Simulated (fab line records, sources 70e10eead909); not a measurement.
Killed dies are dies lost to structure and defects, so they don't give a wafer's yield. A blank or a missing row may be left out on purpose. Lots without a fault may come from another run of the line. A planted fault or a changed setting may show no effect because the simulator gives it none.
Which tool did it? | flow nand_harc | 24 lots, 72 wafers sampled, at 4 steps of a route of 1159

WHAT THE GAUGES READ, wafer by wafer
NHARC_A_M0_THK_MEAS_24: measures by xrf. Usual: thk_nm 114.1 nm, standard deviation 1.3.
lot  | measured     | on            | thk_nm (nm)       | flag
L074 | day 18 02:49 | film_metro-01 | 115.0 114.8 114.2 |
L075 | day 18 03:29 | film_metro-01 | 114.2 113.2 114.1 |
L076 | day 18 15:07 | film_metro-01 | 112.9 114.6 114.5 |
L078 | day 18 15:09 | film_metro-01 | 114.0 112.8 113.4 |
L077 | day 19 00:23 | film_metro-01 | 110.6 112.7 113.8 |
L080 | day 19 04:58 | film_metro-01 | 115.4 113.4 113.7 |
L081 | day 19 06:19 | film_metro-02 | 112.4 112.5 112.0 |
L079 | day 19 09:41 | film_metro-02 | 114.5 111.7 114.7 |
L083 | day 20 02:37 | film_metro-02 | 116.0 114.2 115.4 |
L082 | day 20 03:04 | film_metro-01 | 112.2 112.9 112.7 |
L084 | day 20 07:30 | film_metro-02 | 113.5 112.9 114.4 |
L085 | day 20 10:47 | film_metro-01 | 114.0 114.7 114.9 |
L086 | day 20 14:13 | film_metro-01 | 114.2 114.8 113.2 |
L087 | day 20 21:56 | film_metro-02 | 111.3 113.4 113.4 |
L088 | day 20 22:46 | film_metro-01 | 114.2 113.9 116.7 |
L090 | day 21 15:53 | film_metro-02 | 114.9 115.2 116.5 |
L089 | day 21 16:18 | film_metro-01 | 112.6 113.5 112.9 |
L091 | day 22 06:10 | film_metro-01 | 112.3 116.8 113.5 |
L092 | day 22 07:37 | film_metro-02 | 113.5 113.4 113.4 |
L094 | day 22 19:37 | film_metro-01 | 114.6 115.3 114.4 |
L093 | day 22 20:24 | film_metro-01 | 115.4 114.3 115.9 |
L096 | day 22 20:53 | film_metro-02 | 115.8 114.3 114.2 |
L095 | day 23 00:15 | film_metro-01 | 113.6 113.0 114.5 |
L097 | day 23 06:13 | film_metro-02 | 115.9 113.4 115.3 |

NHARC_A_M1_CD_MEAS_09: target cd 120 nm. Usual: cd_nm 120.0 nm, standard deviation 0.53.
lot  | measured     | on        | cd_nm (nm)        | flag
L074 | day 18 04:23 | cd_sem-02 | 120.5 120.3 120.5 |
L075 | day 18 05:02 | cd_sem-01 | 120.8 120.5 120.2 |
L076 | day 18 16:31 | cd_sem-03 | 120.6 120.2 121.2 |
L078 | day 18 16:41 | cd_sem-02 | 119.8 119.1 120.4 |
L077 | day 19 01:50 | cd_sem-03 | 120.3 120.2 120.1 |
L080 | day 19 06:38 | cd_sem-01 | 120.7 121.1 121.1 |
L081 | day 19 07:50 | cd_sem-01 | 120.1 120.2 119.6 |
L079 | day 19 11:10 | cd_sem-03 | 119.2 119.5 118.9 |
L083 | day 20 04:10 | cd_sem-03 | 120.1 119.8 120.4 |
L082 | day 20 04:37 | cd_sem-02 | 119.9 119.7 119.1 |
L084 | day 20 08:55 | cd_sem-01 | 120.2 120.1 119.5 |
L085 | day 20 12:21 | cd_sem-03 | 119.1 119.5 119.6 |
L086 | day 20 16:21 | cd_sem-01 | 119.4 119.6 119.6 |
L087 | day 20 23:29 | cd_sem-02 | 121.2 120.0 120.0 |
L088 | day 21 00:18 | cd_sem-02 | 120.5 120.0 119.9 |
L090 | day 21 17:18 | cd_sem-02 | 119.8 119.5 119.2 |
L089 | day 21 17:46 | cd_sem-03 | 119.5 119.5 120.3 |
L091 | day 22 07:42 | cd_sem-01 | 119.1 119.1 119.3 |
L092 | day 22 09:10 | cd_sem-01 | 119.3 120.3 119.9 |
L094 | day 22 21:10 | cd_sem-01 | 119.9 120.1 120.1 |
L093 | day 22 21:49 | cd_sem-03 | 118.7 119.9 119.4 |
L096 | day 22 23:13 | cd_sem-01 | 120.1 120.2 119.7 |
L095 | day 23 01:55 | cd_sem-02 | 121.0 121.0 120.2 |
L097 | day 23 07:39 | cd_sem-03 | 120.5 120.0 120.0 |

NHARC_A_M1_CD_MEAS_16. Usual: cd_nm 119.7 nm, standard deviation 0.66.
lot  | measured     | on        | cd_nm (nm)        | flag
L074 | day 18 04:53 | cd_sem-01 | 120.5 120.1 120.1 |
L075 | day 18 05:32 | cd_sem-03 | 120.4 120.7 120.2 |
L076 | day 18 17:01 | cd_sem-03 | 120.1 119.6 119.7 |
L078 | day 18 17:11 | cd_sem-02 | 119.8 119.2 119.5 |
L077 | day 19 02:20 | cd_sem-01 | 121.2 120.6 120.1 |
L080 | day 19 07:08 | cd_sem-03 | 120.4 121.0 120.8 |
L081 | day 19 08:20 | cd_sem-03 | 119.2 120.0 119.1 |
L079 | day 19 11:40 | cd_sem-02 | 119.8 118.7 119.0 |
L083 | day 20 04:40 | cd_sem-03 | 120.0 119.5 119.8 |
L082 | day 20 05:07 | cd_sem-02 | 119.0 119.0 118.6 |
L084 | day 20 09:25 | cd_sem-02 | 120.0 120.1 119.9 |
L085 | day 20 12:51 | cd_sem-01 | 119.9 119.3 119.6 |
L086 | day 20 16:51 | cd_sem-03 | 118.7 119.5 119.0 |
L087 | day 20 23:59 | cd_sem-01 | 120.8 120.0 120.0 |
L088 | day 21 00:47 | cd_sem-02 | 119.7 119.7 119.7 |
L090 | day 21 17:48 | cd_sem-02 | 119.3 119.2 119.0 |
L089 | day 21 18:16 | cd_sem-01 | 119.6 119.0 120.9 |
L091 | day 22 08:11 | cd_sem-01 | 117.9 118.8 118.4 |
L092 | day 22 09:40 | cd_sem-03 | 119.6 119.9 119.9 |
L094 | day 22 21:40 | cd_sem-03 | 119.6 119.2 119.8 |
L093 | day 22 22:20 | cd_sem-02 | 117.8 120.1 119.2 |
L096 | day 22 23:43 | cd_sem-02 | 120.0 120.4 119.2 |
L095 | day 23 02:24 | cd_sem-01 | 120.4 120.9 119.7 |
L097 | day 23 08:08 | cd_sem-01 | 120.0 120.2 119.7 |

WHICH TOOL RAN EACH LOT (tool, then ch and the chambers of the sampled wafers, then the start)
lot  | NHARC_A_M0_PRE_CLEAN_31
L074 | pecvd-04 ch 1,2, day 18 03:05
L075 | pecvd-04 ch 0,2, day 18 03:42
L076 | pecvd-03 ch 0,1,2, day 18 15:22
L078 | pecvd-04 ch 0,2, day 18 15:22
L077 | pecvd-01 ch 0,2, day 19 00:38
L080 | pecvd-04 ch 0,1, day 19 05:11
L081 | pecvd-03 ch 0,1, day 19 06:33
L079 | pecvd-03 ch 1,2, day 19 09:56
L083 | pecvd-01 ch 0,1, day 20 02:51
L082 | pecvd-01 ch 0,2, day 20 03:19
L084 | pecvd-01 ch 0,2, day 20 07:45
L085 | pecvd-03 ch 0,1, day 20 11:02
L086 | pecvd-01 ch 0,2, day 20 15:00
L087 | pecvd-01 ch 0,1, day 20 22:10
L088 | pecvd-01 ch 0,1, day 20 23:00
L090 | pecvd-01 ch 0,2, day 21 16:06
L089 | pecvd-01 ch 0,1, day 21 16:32
L091 | pecvd-04 ch 0,1,2, day 22 06:24
L092 | pecvd-03 ch 1,2, day 22 07:52
L094 | pecvd-01 ch 1,2, day 22 19:52
L093 | pecvd-01 ch 1,2, day 22 20:38
L096 | pecvd-04 ch 0,1,2, day 22 21:54
L095 | pecvd-01 ch 0,1, day 23 00:28
L097 | pecvd-03 ch 0,1,2, day 23 06:27
- NHARC_A_M0_PRE_CLEAN_31: time 12 s.

WHAT THE TOOLS THEMSELVES READ (means of the sampled wafers that have a number; where no wafer has one, the mark that the record gives instead)
NHARC_A_M0_PRE_CLEAN_31. Usual: heater_power_w 634 W, standard deviation 69.
lot  | tool     | heater_power_w (W) | flag
L074 | pecvd-04 | 586                |
L075 | pecvd-04 | 500                |
L076 | pecvd-03 | 654                |
L078 | pecvd-04 | 580                |
L077 | pecvd-01 | 740                |
L080 | pecvd-04 | 519                |
L081 | pecvd-03 | 669                |
L079 | pecvd-03 | 636                |
L083 | pecvd-01 | 642                |
L082 | pecvd-01 | 652                |
L084 | pecvd-01 | 672                |
L085 | pecvd-03 | 671                |
L086 | pecvd-01 | 679                |
L087 | pecvd-01 | 659                |
L088 | pecvd-01 | 655                |
L090 | pecvd-01 | 681                |
L089 | pecvd-01 | 623                |
L091 | pecvd-04 | 559                |
L092 | pecvd-03 | 675                |
L094 | pecvd-01 | 687                |
L093 | pecvd-01 | 722                |
L096 | pecvd-04 | 551                |
L095 | pecvd-01 | 640                |
L097 | pecvd-03 | 655                |

THE ANSWER, worked out from the rows above alone
Rule: a lot is off if the mean of its wafers that have a number lies more than 3 standard deviations from the usual mean. A lot without any number at a reading at which 4 lots or more have one is off too. The other lots that the step has rows for count as sound. The gauges are gone through in route order, then the tools' own readings, and for those a lot's mean is taken as printed above. The first step at which some lot is off is used, and at that step the reading that is off furthest; a lot without a number counts as furthest.
No lot is off at any reading shown: from this, nothing can be told.

WHAT THE SIMULATOR HAD PUT IN
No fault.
